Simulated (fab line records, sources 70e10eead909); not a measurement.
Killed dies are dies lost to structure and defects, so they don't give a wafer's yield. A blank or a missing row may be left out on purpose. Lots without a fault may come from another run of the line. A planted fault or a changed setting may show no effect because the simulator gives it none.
Problem report in the 8D (eight disciplines) form, filled by code | flow nand_harc | the parts of the form that need people (team, actions taken, sign-off) are left out

1. THE PROBLEM
killed_at_array at NHARC_END_SORT_01 reads a mean of 198 on 1 wafer of 1 lot; wafers without a fault read 56 with a standard deviation of 20. That is +7.1 standard deviations from the usual mean.
First seen on wafer L190.4, day 33 05:41, on prober-02. The record holds 3 wafers of 1 lot with a number at this step. Rule for "out", or "out of limits": more than 4 standard deviations from the usual mean. The other wafers with a number count as sound.

2. WHAT IT IS AND WHAT IT IS NOT
question                    | is                           | is not
which readings at this step | killed_at_array, killed_dies | killed_at_other, killed_at_periphery, killed_open, killed_short
which lots                  | L190                         | -
which wafers of those lots  | L190.4                       | L190.2, L190.5
read on which gauges        | prober-02                    | -
when                        | from day 33 05:41            | up to then (1 sound wafer); but 1 sound wafer of L190 came after

3. SUSPECTS, AND WHAT RULES EACH OUT
Counting: a tool at a process step up to the reading stays a suspect if it ran every lot that is out. Sound lots after the first of them don't rule it out here, since some wafers of a struck lot are sound.
- the gauge at NHARC_END_SORT_01: kept. All the wafers that are out were read on prober-02, and no step on other tools shows them out.
- rie_diel-08 at NHARC_A_CHANNEL_HOLE_D1_ETCH_34 (etches the open film in CF4/CHF3, target depth 154 nm, time 77 s): kept. It ran the lot that is out, L190 (day 17 07:31).
- pecvd-01 at NHARC_THIN_TSV_DEP_47 (deposits SiO2, target thk 200 nm): kept. It ran the lot that is out, L190 (day 32 14:26).
- plasma_asher-01 at NHARC_THIN_TSV_STRIP_62 (strips in N2/H2, time 20 s): kept. It ran the lot that is out, L190 (day 32 15:06).
- pvd_sputter-03 at NHARC_THIN_TSV_PRE_CLEAN_54 (time 30 s): kept. It ran the lot that is out, L190 (day 32 17:21).
- Within rie_diel-08 at NHARC_A_CHANNEL_HOLE_D1_ETCH_34: the wafers that are out ran in chamber 2; their sound lot-mates ran in chamber 3.
- Within pecvd-01 at NHARC_THIN_TSV_DEP_47: the wafers that are out ran in chamber 2; their sound lot-mates ran in chambers 0, 1.
Left after counting: rie_diel-08 at NHARC_A_CHANNEL_HOLE_D1_ETCH_34, pecvd-01 at NHARC_THIN_TSV_DEP_47, plasma_asher-01 at NHARC_THIN_TSV_STRIP_62, pvd_sputter-03 at NHARC_THIN_TSV_PRE_CLEAN_54, prober-02 at NHARC_END_SORT_01.

4. THE CAUSE (what the simulator had put in)
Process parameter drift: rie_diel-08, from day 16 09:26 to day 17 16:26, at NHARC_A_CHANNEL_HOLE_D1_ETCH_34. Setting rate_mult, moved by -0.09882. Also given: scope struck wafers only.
Counting left 5 suspects, and this tool is among them.

5. THE CHAIN OF EFFECTS, in route order
Each row: a reading whose mean over the struck wafers that have a number lies more than 3 standard deviations from the usual. Only readings for which the record gives a usual standard deviation are gone through. hours: the time from each lot's start at the first step in this table that gives one to its start at this step, as a median over the lots. sigmas: the change in usual standard deviations.
hours | step              | reading         | usual | on struck wafers | change | sigmas
0     | NHARC_END_SORT_01 | killed_at_array | 56    | 198              | +142   | +7.1
0     | NHARC_END_SORT_01 | killed_dies     | 60    | 201              | +141   | +7.0

6. WHAT WOULD HAVE CAUGHT IT SOONER
In this record the first reading out of limits at a measuring or inspecting step was taken at day 33 05:41, 404 hours after the fault began at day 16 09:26.
Of the tool readings at NHARC_A_CHANNEL_HOLE_D1_ETCH_34 for which the record gives a usual standard deviation, none was out on any struck wafer, so an alarm limit of 4 standard deviations on them would not have fired.
All the lots that are out (1) had begun NHARC_A_CHANNEL_HOLE_D1_ETCH_34 on rie_diel-08 by day 33 05:41. A hold on the tool at that time would have spared none of them.
